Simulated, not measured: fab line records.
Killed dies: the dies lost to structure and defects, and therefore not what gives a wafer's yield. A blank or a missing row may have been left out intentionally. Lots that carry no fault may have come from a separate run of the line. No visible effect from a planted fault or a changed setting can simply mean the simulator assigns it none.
Which tool is to blame?    flow nand_harc    13 lots, 39 wafers sampled, at 4 steps of a route of 1302

## WHAT EACH GAUGE READ, for each wafer
NHARC_P_START_INSPECT_01. Usual: raw_defect_count 3.6, standard deviation 1.8.
lot   measured      on                 raw_defect_count  flag
L216  day 1 20:02   defect_inspect-01  3 5 2             
L218  day 2 16:02   defect_inspect-02  5 3 4             
L219  day 3 02:02   defect_inspect-01  2 5 2             
L220  day 3 12:02   defect_inspect-01  4 5 4             
L222  day 4 08:02   defect_inspect-01  2 1 4             
L223  day 4 18:02   defect_inspect-02  1 4 2             
L224  day 5 04:02   defect_inspect-02  1 8 3             
L234  day 9 08:02   defect_inspect-02  6 5 5             
L235  day 9 18:02   defect_inspect-01  2 6 7             
L236  day 10 04:02  defect_inspect-01  3 4 4             
L237  day 10 14:02  defect_inspect-01  6 2 2             
L238  day 11 00:02  defect_inspect-01  4 4 5             
L239  day 11 10:02  defect_inspect-02  6 4 4             

NHARC_P_ZERO_WELL_CD_MEAS_37 targets a cd of 720 nm. Usual: cd_nm 720.1 nm, standard deviation 1.7.
lot   measured      on         cd_nm (nm)         flag
L216  day 2 00:06   cd_sem-01  718.6 717.0 719.3  
L218  day 2 20:08   cd_sem-02  719.3 719.9 720.7  
L219  day 3 06:09   cd_sem-01  721.5 719.4 722.4  
L220  day 3 16:17   cd_sem-02  718.5 719.6 719.8  
L222  day 4 12:06   cd_sem-03  721.3 722.7 721.8  
L223  day 4 21:58   cd_sem-01  717.8 717.8 721.1  
L224  day 5 08:08   cd_sem-02  - - -              OFF
L234  day 9 12:01   cd_sem-02  718.3 719.7 719.9  
L235  day 9 21:58   cd_sem-02  721.0 719.1 719.3  
L236  day 10 10:13  cd_sem-02  720.0 720.5 719.0  
L237  day 10 18:35  cd_sem-01  720.0 719.0 718.4  
L238  day 11 04:16  cd_sem-03  721.2 723.6 722.8  
L239  day 11 14:16  cd_sem-02  717.9 720.1 719.3  

## TOOL THAT RAN EACH LOT (tool first, then ch and the chambers of the sampled wafers, then the start)
lot   NHARC_P_ZERO_WELL_ETCH_62                      NHARC_P_ZERO_WELL_EXPOSE_34
L216  rie_diel-09 ch 1,2,3, day 1 23:56 or earlier   krf_scanner-04 ch 0, day 1 23:56
L218  rie_diel-05 ch 1,2, day 2 19:58 or earlier     krf_scanner-02 ch 0, day 2 19:58
L219  rie_diel-09 ch 0,1, day 3 06:00 or earlier     krf_scanner-02 ch 0, day 3 06:00
L220  rie_diel-09 ch 0,1,2, day 3 16:08 or earlier   krf_scanner-03 ch 0, day 3 16:08
L222  rie_diel-09 ch 0,1,2, day 4 11:57 or earlier   krf_scanner-04 ch 0, day 4 11:57
L223  rie_diel-02 ch 1,2,3, day 4 21:49 or earlier   krf_scanner-03 ch 0, day 4 21:49
L224  rie_diel-09 ch 0,1, day 5 07:59 or earlier     krf_scanner-03 ch 0, day 5 07:59
L234  rie_diel-05 ch 0,1, day 9 11:51 or earlier     krf_scanner-03 ch 0, day 9 11:51
L235  rie_diel-09 ch 0,1, day 9 21:49 or earlier     krf_scanner-03 ch 0, day 9 21:49
L236  rie_diel-09 ch 0,1,2, day 10 10:03 or earlier  krf_scanner-02 ch 0, day 10 10:03
L237  rie_diel-09 ch 1,2,3, day 10 18:25 or earlier  krf_scanner-04 ch 0, day 10 18:25
L238  rie_diel-09 ch 1,2, day 11 04:07 or earlier    krf_scanner-02 ch 0, day 11 04:07
L239  rie_diel-05 ch 0,2,3, day 11 14:07 or earlier  krf_scanner-03 ch 0, day 11 14:07
- NHARC_P_ZERO_WELL_ETCH_62: etches the open film in CHF3/Ar, target depth 13 nm, time 6.5 s.
- NHARC_P_ZERO_WELL_EXPOSE_34: exposes mask P PWELL, target cd 720 nm.

## AS READ BY THE TOOLS THEMSELVES (means over the sampled wafers that have a number; for cases with no such wafer, the mark the record gives instead)
NHARC_P_ZERO_WELL_ETCH_62. Usual: drypump_motor_current_A 5.8 A, standard deviation 0.46; oes_product_au 0.960 a.u., standard deviation 0.016; rf_vpp_V 370.5 V, standard deviation 2.1; showerhead_plenum_p_Torr 2.34 Torr, standard deviation 0.089; throttle_valve_pct 20.217 %, standard deviation 0.0089.
lot   tool         drypump_motor_current_A (A)  oes_product_au (a.u.)  rf_vpp_V (V)  showerhead_plenum_p_Torr (Torr)  throttle_valve_pct (%)  flag
L216  rie_diel-09  5.4                          0.976                  370.8         2.38                             20.229                  
L218  rie_diel-05  6.1                          0.971                  367.1         2.20                             20.213                  
L219  rie_diel-09  5.6                          0.948                  370.7         2.32                             20.214                  
L220  rie_diel-09  5.9                          0.975                  369.7         2.33                             20.214                  
L222  rie_diel-09  5.8                          0.978                  371.5         2.33                             20.220                  
L223  rie_diel-02  5.6                          0.963                  368.1         2.25                             20.216                  
L224  rie_diel-09  5.6                          0.920                  369.7         2.31                             20.222                  
L234  rie_diel-05  5.9                          0.963                  368.1         2.23                             20.215                  
L235  rie_diel-09  5.5                          0.982                  369.4         2.30                             20.222                  
L236  rie_diel-09  5.9                          0.951                  370.4         2.32                             20.213                  
L237  rie_diel-09  5.4                          0.967                  370.6         2.36                             20.222                  
L238  rie_diel-09  5.5                          0.947                  370.7         2.32                             20.211                  
L239  rie_diel-05  5.9                          0.967                  372.1         2.39                             20.218                  

NHARC_P_ZERO_WELL_EXPOSE_34. Usual: focus_offset_nm 0.0 nm, standard deviation 0.53.
lot   tool            focus_offset_nm (nm)  flag
L216  krf_scanner-04  -0.4                  
L218  krf_scanner-02  -0.6                  
L219  krf_scanner-02  -0.0                  
L220  krf_scanner-03  -0.7                  
L222  krf_scanner-04  0.5                   
L223  krf_scanner-03  0.2                   
L224  krf_scanner-03  -0.1                  
L234  krf_scanner-03  0.1                   
L235  krf_scanner-03  -0.0                  
L236  krf_scanner-02  0.3                   
L237  krf_scanner-04  -0.4                  
L238  krf_scanner-02  -0.4                  
L239  krf_scanner-03  -0.5                  

## THE ANSWER, worked out from the rows above alone
Rule: lot off if the mean of its wafers having a number is beyond 3 standard deviations from the usual mean. A lot without any number at a reading at which 4 lots or more have one is off too. Where the step has rows for the other lots, those lots are counted as sound. First the gauges in route order, then the tools' own readings, where a lot's mean is used as printed above. The first step at which some lot is off is used, and at that step the reading that is off furthest; a lot without a number counts as furthest.
Off at NHARC_P_ZERO_WELL_CD_MEAS_37 (cd_nm): L224. Without a number there: L224.
If a tool, at a process step before that reading, ran all the lots that are off and no sound lot after the first of them, it fits. Gauges at NHARC_P_ZERO_WELL_CD_MEAS_37: tried the same way as those tools. NHARC_P_ZERO_WELL_ETCH_62 gives no start for some lots, so the hours and the order of its lots are those of NHARC_P_ZERO_WELL_EXPOSE_34. Not one of the candidates tried fits.

## WHAT HAD BEEN PUT IN BY THE SIMULATOR
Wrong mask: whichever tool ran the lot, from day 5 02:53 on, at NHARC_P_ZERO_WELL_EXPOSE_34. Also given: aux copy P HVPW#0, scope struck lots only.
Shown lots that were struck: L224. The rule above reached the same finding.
